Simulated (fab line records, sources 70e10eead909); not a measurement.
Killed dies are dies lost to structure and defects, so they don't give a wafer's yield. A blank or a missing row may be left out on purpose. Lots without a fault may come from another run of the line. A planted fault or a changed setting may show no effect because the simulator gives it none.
Tool commonality check | flow nand_harc | 12 lots, 36 wafers sampled

WHY IT WAS OPENED
At NHARC_A_ONON_D1_THK_MEAS_11 the reading thk_nm is flagged on 2 of 12 lots. Wafers without a fault read 1002 nm, standard deviation 7.9.
Rule: a lot is flagged when every wafer of it that has a number lies more than 4 standard deviations from that mean, or none has a number. The other lots count as sound.

lot  | measured     | on            | thk_nm (nm), wafer by wafer | flag
L124 | day 8 00:31  | film_metro-02 | 1006 1007 1007              |
L126 | day 8 14:11  | film_metro-01 | 1007 1007 1009              |
L127 | day 9 03:32  | film_metro-01 | 1001 999 1001               |
L131 | day 10 09:31 | film_metro-02 | 996 995 995                 |
L134 | day 12 03:59 | film_metro-02 | 1523 1524 1521              | FLAGGED
L135 | day 12 09:43 | film_metro-02 | 1502 1502 1502              | FLAGGED
L142 | day 15 17:07 | film_metro-01 | 995 994 995                 |
L143 | day 16 01:49 | film_metro-01 | 981 981 980                 |
L144 | day 16 08:05 | film_metro-01 | 999 1001 1001               |
L145 | day 16 19:47 | film_metro-01 | 1007 1004 1004              |
L146 | day 16 23:25 | film_metro-01 | 1002 1002 1002              |
L147 | day 17 11:15 | film_metro-02 | 1009 1009 1008              |
The numbers of the flagged lots are 1512 nm on average: +510 nm against the usual, or +65 standard deviations.

WHICH TOOL RAN EACH LOT
The record holds 3 process steps before the reading, out of a route of 1302 steps. In each cell: the tool, then ch and the chambers that the sampled wafers went through, then the start.
lot  | flag    | NHARC_A_ZERO_WELL_DESCUM_12        | NHARC_A_ZERO_WELL_ETCH_19          | NHARC_A_ONON_D1_DEP_09
L124 |         | rie_diel-12 ch 0,2,3, day 6 23:49  | rie_diel-12 ch 0,1,3, day 6 23:53  | pecvd_onon-04 ch 0, day 8 00:07
L126 |         | rie_diel-12 ch 1,3, day 7 13:55    | rie_diel-12 ch 1,2,3, day 7 13:59  | pecvd_onon-04 ch 0, day 8 13:47
L127 |         | rie_diel-04 ch 0,1,2, day 8 03:35  | rie_diel-04 ch 1,2,3, day 8 03:41  | pecvd_onon-03 ch 0, day 9 03:02
L131 |         | rie_diel-04 ch 0,1,2, day 9 11:46  | rie_diel-04 ch 0,1,2, day 9 11:52  | pecvd_onon-03 ch 0, day 10 09:00
L134 | FLAGGED | rie_diel-12 ch 1,2,3, day 11 04:41 | rie_diel-12 ch 1,2,3, day 11 04:46 | pecvd_onon-02 ch 0, day 12 03:29
L135 | FLAGGED | rie_diel-08 ch 0,3, day 11 10:13   | rie_diel-08 ch 1,2,3, day 11 10:18 | pecvd_onon-02 ch 0, day 12 09:13
L142 |         | rie_diel-12 ch 0,1,3, day 14 14:26 | rie_diel-12 ch 0,1,2, day 14 14:32 | pecvd_onon-04 ch 0, day 15 16:36
L143 |         | rie_diel-12 ch 0,2,3, day 15 00:49 | rie_diel-12 ch 0,2,3, day 15 00:55 | pecvd_onon-04 ch 0, day 16 01:22
L144 |         | rie_diel-12 ch 0,1,3, day 15 08:10 | rie_diel-12 ch 0,2,3, day 15 08:14 | pecvd_onon-03 ch 0, day 16 07:34
L145 |         | rie_diel-12 ch 0,1, day 15 20:14   | rie_diel-12 ch 0,3, day 15 20:18   | pecvd_onon-02 ch 0, day 16 19:17
L146 |         | rie_diel-12 ch 0,1,2, day 15 23:26 | rie_diel-12 ch 0,1,2, day 15 23:31 | pecvd_onon-03 ch 0, day 16 22:55
L147 |         | rie_diel-12 ch 1,2, day 16 11:32   | rie_diel-12 ch 0,1,3, day 16 11:38 | pecvd_onon-02 ch 0, day 17 10:51
What these steps do:
- NHARC_A_ZERO_WELL_DESCUM_12: chemistry O2, time 3 s.
- NHARC_A_ZERO_WELL_ETCH_19: etches the open film in N2/H2, target depth 80 nm, overetch 24 nm, time 87.88 s.
- NHARC_A_ONON_D1_DEP_09: target thk 1000 nm.
- NHARC_A_ONON_D1_THK_MEAS_11: measures by ellipsometry.

FLAGGED OVER TOTAL, TOOL BY TOOL (the gauges that took the reading come last)
step                        | tool          | lots run | flagged | share of the flagged lots | sound lots run after its first flagged lot
NHARC_A_ZERO_WELL_DESCUM_12 | rie_diel-04   | 2        | 0       | none                      | -
NHARC_A_ZERO_WELL_DESCUM_12 | rie_diel-08   | 1        | 1       | some                      | 0
NHARC_A_ZERO_WELL_DESCUM_12 | rie_diel-12   | 9        | 1       | some                      | 6 (L142,L143,L144,L145,L146,L147)
NHARC_A_ZERO_WELL_ETCH_19   | rie_diel-04   | 2        | 0       | none                      | -
NHARC_A_ZERO_WELL_ETCH_19   | rie_diel-08   | 1        | 1       | some                      | 0
NHARC_A_ZERO_WELL_ETCH_19   | rie_diel-12   | 9        | 1       | some                      | 6 (L142,L143,L144,L145,L146,L147)
NHARC_A_ONON_D1_DEP_09      | pecvd_onon-02 | 4        | 2       | all                       | 2 (L145,L147)
NHARC_A_ONON_D1_DEP_09      | pecvd_onon-03 | 4        | 0       | none                      | -
NHARC_A_ONON_D1_DEP_09      | pecvd_onon-04 | 4        | 0       | none                      | -
NHARC_A_ONON_D1_THK_MEAS_11 | film_metro-01 | 7        | 0       | none                      | -
NHARC_A_ONON_D1_THK_MEAS_11 | film_metro-02 | 5        | 2       | all                       | 1 (L147)

WHAT THE TABLE ALLOWS
2 rows of the table ran every flagged lot: pecvd_onon-02 at NHARC_A_ONON_D1_DEP_09, film_metro-02 at NHARC_A_ONON_D1_THK_MEAS_11.
- pecvd_onon-02 at NHARC_A_ONON_D1_DEP_09: 2 of its 4 lots flagged. Sound lots ran on it after the first flagged one (L145, L147), which a lasting fault on the whole tool wouldn't allow.
- film_metro-02 at NHARC_A_ONON_D1_THK_MEAS_11: 2 of its 5 lots flagged. Sound lots ran on it after the first flagged one (L147), which a lasting fault on the whole tool wouldn't allow.
No row of the table ran every flagged lot and no sound lot after the first.

WHAT THE SIMULATOR HAD PUT IN
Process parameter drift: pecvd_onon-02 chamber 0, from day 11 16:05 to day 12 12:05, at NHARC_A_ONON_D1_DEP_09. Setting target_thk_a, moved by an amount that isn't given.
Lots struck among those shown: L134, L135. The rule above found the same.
